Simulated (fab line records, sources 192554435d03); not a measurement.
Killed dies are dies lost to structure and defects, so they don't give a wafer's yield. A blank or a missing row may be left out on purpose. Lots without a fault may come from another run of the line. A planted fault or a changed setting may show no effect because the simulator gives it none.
fab line records | flow n5_finfet | part 2 of 2: steps 5 to 6 of 6
record lots=22 wafers=66 last_day=18
route steps=1938 shown MOL_CONTACT_COAG@617 BEOL_M0_SAQP@659 BEOL_M0@717
lots that met no fault: from a run of the same line without faults
start_h: hours from the record's first day to the start of the lot's first wafer shown | wait_h: hours since the lot's step before | " the same as in the row above | L1.1+2: a row that stands for several wafers | - no value, or no start given | * or withheld: withheld | < > ~ a bound
route shown NAME@n: a module of which the file shows steps, and the number in the route of the first | usual: mean/standard deviation of fault-free wafers | same: alike in all rows | chamber/n: place in a boat | sites: the reading at each site | _std_site: their standard deviation | _edge_site: outer sites' mean less inner sites' | radius_mm: how far each site lies from the wafer's centre | mask NAME#n: copy n | behind: the tool/chamber that last shaped the wafer | hold: why the lot was held/for how many hours/how that ended | device: the transistor (n, p or np) that didn't switch | end of line: the same wafers' tests at the end of the route | a step without rows: its recipe alone | killed: dies lost to structure and defects at the first sort, not the wafer's yield | map: a wafer's dies, x killed, . not, _ none there
set.NAME: the setting as run; set.NAME@STEP: as run at that earlier step | model.NAME: the simulator's own value behind a step, which no gauge read
steps of the route over a sample of lots; a table a step, a row a wafer
services: from which hour (start_h, from the record's first day; less than 0 if before it) a tool's chamber was out of use, for how many hours, and why
## steps
# step N5_BEOL_M0_SAQP_CD_MEAS_25
# recipe target_cd_nm=13.1 landing_energy_ev=1000 detector=se_inlens
# usual cd_nm=12.79/0.21
# columns lot.wafer tool chamber start_h wait_h cd_nm
L074.2 cd_sem-03 0 111.61 0.1 13.10
L074.5 " 0 " " 12.76
L074.6 " 0 " " 13.06
L075.2 cd_sem-02 0 115.77 0.1 12.96
L075.3 " 0 " " 12.69
L075.5 " 0 " " 12.90
L076.1 cd_sem-03 0 122.01 0.1 12.52
L076.2 " 0 " " 12.92
L076.5 " 0 " " 12.77
L077.1 cd_sem-02 0 129.77 0.1 12.64
L077.2 " 0 " " 12.78
L077.5 " 0 " " 12.84
L078.1 cd_sem-02 0 133.23 0.1 12.83
L078.4 " 0 " " 12.86
L078.6 " 0 " " 12.59
L079.2 cd_sem-03 0 141.45 0.1 12.89
L079.3 " 0 " " 12.85
L079.4 " 0 " " 12.97
L080.1 cd_sem-02 0 149.82 0.1 12.96
L080.3 " 0 " " 12.95
L080.4 " 0 " " 13.03
L081.2 cd_sem-02 0 153.96 0.1 13.21
L081.5 " 0 " " 13.02
L081.6 " 0 " " 12.15
L082.1 cd_sem-01 0 157.08 0.1 12.53
L082.5 " 0 " " 12.67
L082.6 " 0 " " 12.63
L083.1 cd_sem-02 0 162.62 0.1 12.61
L083.3 " 0 " " 12.86
L083.4 " 0 " " 12.64
L084.1 cd_sem-01 0 172.67 0.1 12.41
L084.3 " 0 " " 12.89
L084.6 " 0 " " 13.19
L085.1 cd_sem-01 0 175.10 0.1 12.91
L085.3 " 0 " " 12.54
L085.6 " 0 " " 12.77
L086.3 cd_sem-02 0 184.52 0.1 12.51
L086.4 " 0 " " 12.88
L086.5 " 0 " " 12.32
L087.1 cd_sem-02 0 189.95 0.1 12.69
L087.4 " 0 " " 12.95
L087.5 " 0 " " 12.93
L089.1 cd_sem-03 0 202.87 0.1 12.75
L089.3 " 0 " " 12.94
L089.5 " 0 " " 12.83
L090.2 cd_sem-02 0 206.65 0.1 13.06
L090.4 " 0 " " 12.68
L090.6 " 0 " " 12.66
L091.1 cd_sem-03 0 214.48 0.1 12.92
L091.5 " 0 " " 13.04
L091.6 " 0 " " 12.71
L092.4 cd_sem-03 0 219.22 0.0 12.36
L092.5 " 0 " " 12.46
L092.6 " 0 " " 12.79
L093.2 cd_sem-01 0 223.55 0.1 12.60
L093.4 " 0 " " 13.00
L093.5 " 0 " " 12.72
L095.1 cd_sem-01 0 231.94 0.1 12.52
L095.4 " 0 " " 12.76
L095.5 " 0 " " 12.77
L096.2 cd_sem-02 0 242.93 0.1 12.66
L096.4 " 0 " " 12.68
L096.6 " 0 " " 12.67
L097.4 cd_sem-02 0 252.37 0.0 12.86
L097.5 " 0 " " 12.76
L097.6 " 0 " " 12.35
# step N5_BEOL_M0_STRIP_140
# recipe chemistry=CF4 resist=SiARC power_w=300 bias_power_w=75 pressure_mtorr=50 cf4_flow_sccm=150 rf_frequency_hz=6e+07
# usual cf4_flow_sccm=150.0/0.44 drypump_motor_current_A=6.0/0.58 oes_product_au=0.78/0.081 rf_vpp_V=271.8/1.8 showerhead_plenum_p_Torr=1.82/0.068 throttle_valve_pct=13.51/0.17
# columns lot.wafer tool chamber start_h wait_h cf4_flow_sccm drypump_motor_current_A oes_product_au rf_hours_counter_h rf_vpp_V showerhead_plenum_p_Torr throttle_valve_pct
L074.2 rie_diel-01 1 117.97 0.2 150.0 6.1 0.82 71 274.3 1.88 13.43
L074.5 " 3 " " 151.1 5.1 0.86 - 271.4 1.76 13.22
L074.6 " 2 " " 149.9 4.9 0.72 - 268.9 1.72 13.57
L075.2 rie_diel-01 2 121.55 0.2 150.4 4.9 0.72 172 271.1 1.72 13.54
L075.3 " 3 " " 149.6 5.1 0.86 34 271.3 1.76 13.27
L075.5 " 1 " " 149.6 6.1 0.82 - 272.3 1.88 13.43
L076.1 rie_diel-02 2 127.05 0.1 149.4 5.6 0.81 67 270.8 1.81 13.43
L076.2 " 0 " " 149.3 6.2 0.71 188 271.9 1.87 13.42
L076.5 " 3 " " 149.8 6.0 0.93 - 272.9 1.92 13.54
L077.1 rie_diel-01 2 135.81 0.3 150.5 4.9 0.71 176 270.1 1.72 13.60
L077.2 " 3 " " 149.9 5.1 0.85 38 270.5 1.76 13.26
L077.5 " 1 " " 150.2 6.1 0.82 - 272.6 1.88 13.46
L078.1 rie_diel-05 0 137.42 0.1 150.6 5.6 0.69 228 270.2 1.85 13.95
L078.4 " 2 " " 150.1 5.6 0.72 173 272.3 1.85 13.72
L078.6 " 3 " " 149.8 6.2 0.70 - 267.4 1.71 13.62
L079.2 rie_diel-01 1 155.76 0.2 149.9 6.2 0.82 84 273.2 1.88 13.46
L079.3 " 2 " " 150.0 4.9 0.72 184 268.4 1.71 13.59
L079.4 " 3 " " 149.9 5.1 0.85 45 271.8 1.76 13.32
L080.1 rie_diel-05 2 157.92 0.2 150.2 5.6 0.73 179 272.4 1.85 13.72
L080.3 " 3 " " 149.0 6.2 0.70 226 269.5 1.71 13.67
L080.4 " 0 " " 149.9 5.6 0.68 234 271.3 1.85 13.92
L081.2 rie_diel-02 0 158.77 0.1 150.4 6.2 0.70 198 273.2 1.86 13.44
L081.5 " 1 " " 150.2 6.5 0.93 - 273.0 1.92 13.20
L081.6 " 0 " " 150.5 6.3 0.70 - 274.5 1.86 13.46
L082.1 rie_diel-02 2 162.57 0.1 149.9 5.7 0.80 80 272.0 1.81 13.48
L082.5 " 3 " " 148.9 6.0 0.90 - 272.3 1.91 13.56
L082.6 " 0 " " 149.5 6.2 0.71 - 274.2 1.86 13.46
L083.1 rie_diel-02 1 168.68 0.2 149.1 6.5 0.92 17 273.5 1.92 13.23
L083.3 " 0 " " 150.7 6.2 0.70 201 271.8 1.86 13.44
L083.4 " 3 " " 150.7 5.9 0.91 30 272.7 1.91 13.56
L084.1 rie_diel-01 0 178.27 0.2 150.0 6.8 0.74 167 270.3 1.79 13.67
L084.3 " 2 " " 150.1 4.9 0.70 192 270.8 1.71 13.61
L084.6 " 0 " " 150.2 6.8 0.73 - 270.8 1.79 13.67
L085.1 rie_diel-01 1 181.19 0.1 149.9 6.1 0.80 94 274.8 1.88 13.48
L085.3 " 0 " " 150.2 6.8 0.73 168 271.4 1.79 13.68
L085.6 " 3 " " 149.2 5.1 0.83 - 271.9 1.76 13.32
L086.3 rie_diel-02 1 190.08 0.1 149.6 6.5 0.91 25 272.6 1.91 13.23
L086.4 " 2 " " 150.2 5.6 0.79 - 271.0 1.80 13.48
L086.5 " 0 " " 150.5 6.3 0.69 - 274.1 1.86 13.45
L087.1 rie_diel-05 2 199.27 0.2 149.6 5.6 0.71 194 273.0 1.85 13.77
L087.4 " 1 " " 150.3 6.5 0.70 209 271.2 1.77 13.36
L087.5 " 3 " " 149.5 6.2 0.69 - 268.7 1.70 13.68
L089.1 rie_diel-05 3 211.24 0.2 150.2 6.2 0.69 245 268.6 1.70 13.66
L089.3 " 2 " " 150.1 5.5 0.70 198 272.6 1.84 13.77
L089.5 " 1 " " 150.2 6.5 0.69 - 269.9 1.77 13.34
L090.2 rie_diel-02 1 212.40 0.3 149.6 6.5 0.87 33 273.8 1.91 13.25
L090.4 " 0 " " 150.5 6.2 0.69 216 272.1 1.86 13.49
L090.6 " 0 " " 150.2 6.3 0.70 - 272.7 1.86 13.48
L091.1 rie_diel-01 2 220.35 0.2 150.1 4.9 0.69 207 268.4 1.71 13.66
L091.5 " 1 " " 149.5 6.1 0.80 - 273.7 1.87 13.53
L091.6 " 2 " " 150.2 4.9 0.69 - 268.4 1.71 13.63
L092.4 rie_diel-01 1 223.93 0.1 150.0 6.1 0.79 109 273.1 1.87 13.51
L092.5 " 2 " " 150.0 4.9 0.69 - 270.9 1.71 13.64
L092.6 " 3 " " 150.5 5.1 0.81 - 270.5 1.75 13.34
L093.2 rie_diel-02 2 228.89 0.1 149.4 5.7 0.78 105 271.7 1.80 13.53
L093.4 " 1 " " 149.3 6.5 0.88 39 272.5 1.91 13.32
L093.5 " 1 " " 149.7 6.5 0.86 - 275.0 1.91 13.25
L095.1 rie_diel-05 0 239.29 0.2 150.0 5.6 0.98 5 272.9 1.84 13.41
L095.4 " 2 " " 150.3 5.5 0.69 - 271.3 1.84 13.81
L095.5 " 0 " " 149.8 5.6 0.97 - 271.4 1.84 13.43
L096.2 rie_diel-02 3 249.65 0.3 150.4 6.0 0.87 55 273.5 1.91 13.59
L096.4 " 0 " " 149.5 6.3 0.68 227 271.7 1.86 13.50
L096.6 " 1 " " 150.0 6.5 0.86 - 272.2 1.91 13.29
L097.4 rie_diel-02 3 259.99 0.3 150.1 6.0 0.85 59 273.6 1.91 13.61
L097.5 " 0 " " 149.7 6.2 0.68 - 270.1 1.85 13.52
L097.6 " 1 " " 150.2 6.5 0.87 - 274.9 1.91 13.32
## services
# columns tool chamber start_h hours kind
rie_diel-02 1 90.78 3.3 repair
rie_diel-03 2 91.92 5.7 repair
rie_diel-02 1 94.14 - clean
rie_diel-02 1 94.14 - consumable_replace:focus_ring
rie_diel-02 1 94.14 - consumable_replace:showerhead
rie_diel-02 1 94.14 24.2 scheduled_down
rie_diel-02 1 94.14 24.2 vent_cycle
rie_diel-03 2 104.37 62.3 repair
rie_diel-05 2 107.24 8.5 repair
rie_diel-04 - 122.71 2.8 pm
rie_si-04 - 129.49 2.8 pm
rie_diel-01 3 165.61 6.2 repair
rie_si-05 2 178.40 11.5 repair
rie_si-04 3 188.77 9.0 repair
rie_diel-01 1 200.33 1.6 repair
rie_diel-05 0 203.00 - clean
rie_si-05 0 207.51 14.0 repair
rie_diel-06 0 211.47 8.5 repair
rie_diel-04 2 234.06 - clean
rie_diel-04 2 234.06 - consumable_replace:focus_ring
rie_diel-04 2 234.06 14.5 scheduled_down
rie_diel-04 2 234.06 14.5 vent_cycle
rie_diel-05 2 248.35 14.3 repair
rie_diel-01 2 252.54 8.2 repair
